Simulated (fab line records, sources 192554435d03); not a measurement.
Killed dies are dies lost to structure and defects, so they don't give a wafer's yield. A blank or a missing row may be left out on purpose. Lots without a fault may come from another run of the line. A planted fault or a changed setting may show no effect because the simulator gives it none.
A struck lot beside a sound one | flow n5_finfet | 16 steps out of a route of 1938
Sound: wafers L699.2, L699.3, L699.6. Struck: wafer L706.6. (L706.2 of the same lot was not struck and is left out.) The cause comes at the end.
At each step with rows: each side's tool, then ch and its chambers, then its first start. Under that, the readings that differ: sound wafers | struck wafers | difference of the means | sigmas: that difference in standard deviations of wafers without a fault.
alike: readings whose means differ by less than 2 such deviations, and words and numbers that are the same on both sides. not compared: withheld readings, readings that some wafer has no value for, bounds like >300 that may hide the same value, and numbers for which the record gives no deviation and whose values overlap.
The two part at a step that has a row with sigmas, a row that says differs or no value, or rows on one side only. Numbers that don't overlap but have no deviation are shown without sigmas and don't part them. A reading that every wafer of one side lacks parts them only if that side has two wafers or more.

first, 8 steps without rows for these wafers: N5_MOL_CONTACT_COAG_COAT_63 (time 60 s, resist thk 10 nm); N5_MOL_CONTACT_COAG_COAT_64 (time 60 s, resist thk 10 nm); N5_MOL_CONTACT_COAG_COAT_34 (resist thk 40 nm); N5_MOL_CONTACT_COAG_EBR_36; N5_MOL_CONTACT_COAG_SOFTBAKE_35 (time 60 s); N5_MOL_CONTACT_COAG_EXPOSE_37 (exposes mask VD, defocus 0 nm); N5_MOL_CONTACT_COAG_PEB_38 (peb time 60 s); N5_MOL_CONTACT_COAG_DEVELOP_39 (develop time 30 s).
N5_MOL_CONTACT_COAG_CD_MEAS_40: target cd 25.1 nm.
  sound on cd_sem-01 ch 0, day 7 03:44; struck on cd_sem-01 ch 0, day 8 09:04
  alike: cd_nm
N5_MOL_CONTACT_COAG_OVL_MEAS_41:
  sound on overlay-01 ch 0, day 7 03:46; struck on overlay-02 ch 0, day 8 09:06
  alike: VD_OVL
N5_MOL_CONTACT_COAG_INSPECT_42: inspects for defects (brightfield).
  sound on defect_inspect-02, day 7 03:50; struck on defect_inspect-01, day 8 09:09
  alike: raw_defect_count
N5_MOL_CONTACT_COAG_DESCUM_45: chemistry O2, time 7 s.
  sound on rie_diel-02 ch 0,1,2, day 7 03:58; struck on rie_diel-05 ch 3, day 8 09:11
  alike: drypump_motor_current_A, oes_product_au, rf_vpp_V, showerhead_plenum_p_Torr, throttle_valve_pct
  not compared: rf_hours_counter_h
N5_MOL_CONTACT_COAG_ETCH_65: etches underlayer in N2/H2, target depth 13 nm, time 10.4 s.
  sound on rie_diel-02 ch 0,1,2, day 7 04:00; struck on rie_diel-05 ch 3, day 8 09:13
  reading                | sound             | struck | difference | sigmas
  etch_rf_on_time_s (s)  | 9.8 9.6 9.9       | 6.5    | -3.3       | -7
  throttle_valve_pct (%) | 17.51 17.59 17.86 | 18.14  | +0.49      | +2
  alike: drypump_motor_current_A, oes_product_au, rf_vpp_V, showerhead_plenum_p_Torr
  not compared: rf_hours_counter_h
N5_MOL_CONTACT_COAG_ETCH_66: etches SiARC in CF4, target depth 13 nm, time 21.7 s.
  sound on rie_diel-02 ch 0,1,2, day 7 04:01; struck on rie_diel-05 ch 3, day 8 09:14
  reading                | sound             | struck | difference | sigmas
  etch_rf_on_time_s (s)  | 21.0 20.2 21.0    | 23.2   | +2.5       | +3
  oes_product_au (a.u.)  | 0.79 0.77 0.72    | 0.59   | -0.17      | -2
  throttle_valve_pct (%) | 15.31 15.29 15.44 | 15.97  | +0.62      | +3
  alike: drypump_motor_current_A, rf_vpp_V, showerhead_plenum_p_Torr
  not compared: rf_hours_counter_h
-- the record jumps here: 4 days lie between the struck wafers' starts before and after (it left off in module MOL_CONTACT_COAG and takes up again in module BEOL_M4, whose first step shown is number 1111 of the route) --
N5_BEOL_M4_RC_MEAS_101:
  sound on prober-02 ch 0, day 11 07:56; struck on prober-01 ch 0, day 12 11:56
  reading       | sound          | struck | difference | sigmas
  DIBL_N (mV/V) | 39.6 32.7 34.0 | 30.3   | -5.1       | -2
  DIBL_P (mV/V) | 42 33 35       | 29     | -8         | -2
  SS_P (mV/dec) | 74.5 73.0 73.1 | 71.0   | -2.5       | -3
  alike: IOFF_N, IOFF_P, ION_N, ION_P, SS_N, VT_N, VT_P
-- the record jumps here: 5 days lie between the struck wafers' starts before and after (it left off in module BEOL_M4 and takes up again in module PASSIVATION, whose first step shown is number 1936 of the route) --
N5_PASSIVATION_PROBE_49:
  sound on prober-01, day 15 15:16; struck on prober-02, day 17 00:46
  alike: defect_limited_yield, killed_at_M0_to_M3, killed_at_M4_up, killed_at_contacts, killed_at_front_end, killed_at_other, killed_dies, killed_open, killed_short, sort_bin_4_leakage, sort_bin_5_function, sort_bin_6_memory, sort_bin_8_speed, sort_n_pass, sort_yield_pct

WHERE THEY PART
First at N5_MOL_CONTACT_COAG_ETCH_65; last, within this record, at N5_BEOL_M4_RC_MEAS_101. Later steps at which nothing parts them and some readings are alike: N5_PASSIVATION_PROBE_49.

WHY: what the simulator had put in
Process parameter drift: rie_diel-05, from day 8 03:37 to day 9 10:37, at N5_MOL_CONTACT_COAG_ETCH_65. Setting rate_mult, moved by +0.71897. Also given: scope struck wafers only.
